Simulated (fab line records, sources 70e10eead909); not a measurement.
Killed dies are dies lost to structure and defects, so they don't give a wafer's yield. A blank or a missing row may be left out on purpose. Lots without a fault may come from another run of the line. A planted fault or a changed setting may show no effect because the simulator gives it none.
A struck lot beside a sound one | flow nand_harc | 16 steps out of a route of 1302
Sound: wafers L245.1, L245.3, L245.6. Struck: wafer L260.5. (L260.3 of the same lot was not struck and is left out.) The cause comes at the end.
At each step with rows: each side's tool, then ch and its chambers, then its first start. Under that, the readings that differ: sound wafers | struck wafers | difference of the means | sigmas: that difference in standard deviations of wafers without a fault.
alike: readings whose means differ by less than 2 such deviations, and words and numbers that are the same on both sides. not compared: withheld readings, readings that some wafer has no value for, bounds like >300 that may hide the same value, and numbers for which the record gives no deviation and whose values overlap.
The two part at a step that has a row with sigmas, a row that says differs or no value, or rows on one side only. Numbers that don't overlap but have no deviation are shown without sigmas and don't part them. A reading that every wafer of one side lacks parts them only if that side has two wafers or more.

first, 1 step without rows for these wafers: NHARC_A_DECK1_JOINT_SRD_15.
NHARC_A_DECK1_JOINT_DEP_16: deposits SiO2, target thk 45 nm.
  sound on pecvd-03 ch 1,2, day 13 09:43; struck on pecvd-03 ch 0, day 19 21:08
  alike: heater_power_w, rf_fwd_power_W, susceptor_temp_C, throttle_valve_pct
NHARC_A_DECK1_JOINT_THK_MEAS_17: measures by ellipsometry.
  sound on film_metro-01, day 13 09:59; struck on film_metro-02, day 19 21:25
  alike: thk_nm
NHARC_A_DECK1_JOINT_INSPECT_05:
  sound on defect_inspect-01, day 13 10:02; struck on defect_inspect-02, day 19 21:28
  alike: raw_defect_count
then, 1 step without rows for these wafers: NHARC_A_ONON_D2_DEP_00 (target thk 1000 nm).
NHARC_A_ONON_D2_THK_MEAS_02: measures by ellipsometry.
  sound on film_metro-01, day 13 10:37; struck on film_metro-02, day 19 22:02
  alike: thk_nm
then, 1 step without rows for these wafers: NHARC_A_ONON_D2_DEP_03 (target thk 1000 nm).
NHARC_A_ONON_D2_THK_MEAS_05: measures by ellipsometry.
  sound on film_metro-02, day 13 11:10; struck on film_metro-02, day 19 22:37
  reading     | sound          | struck | difference | sigmas
  thk_nm (nm) | 1008 1008 1008 | 977    | -31        | -3
then, 1 step without rows for these wafers: NHARC_A_ONON_D2_DEP_06 (target thk 1000 nm).
NHARC_A_ONON_D2_THK_MEAS_08: measures by ellipsometry.
  sound on film_metro-01, day 13 11:44; struck on film_metro-02, day 19 23:10
  alike: thk_nm
then, 1 step without rows for these wafers: NHARC_A_ONON_D2_DEP_09 (target thk 1000 nm).
NHARC_A_ONON_D2_THK_MEAS_11: measures by ellipsometry.
  sound on film_metro-01, day 13 12:19; struck on film_metro-01, day 19 23:46
  alike: thk_nm
NHARC_A_ONON_D2_DEP_12: target thk 1000 nm.
  sound on pecvd_onon-01 ch 0, day 13 12:22; struck on pecvd_onon-03 ch 0, day 19 23:56
  alike: susceptor_temp_C
NHARC_A_ONON_D2_THK_MEAS_14: measures by ellipsometry.
  sound on film_metro-02, day 13 12:53; struck on film_metro-01, day 20 00:22
  reading     | sound       | struck | difference | sigmas
  thk_nm (nm) | 981 981 981 | 655    | -326       | -30
then, 2 steps without rows for these wafers: NHARC_A_ONON_D2_ANNEAL_15 (time 3600 s); NHARC_END_SORT_01.

WHERE THEY PART
First at NHARC_A_ONON_D2_THK_MEAS_05; last, within this record, at NHARC_A_ONON_D2_THK_MEAS_14.

WHY: what the simulator had put in
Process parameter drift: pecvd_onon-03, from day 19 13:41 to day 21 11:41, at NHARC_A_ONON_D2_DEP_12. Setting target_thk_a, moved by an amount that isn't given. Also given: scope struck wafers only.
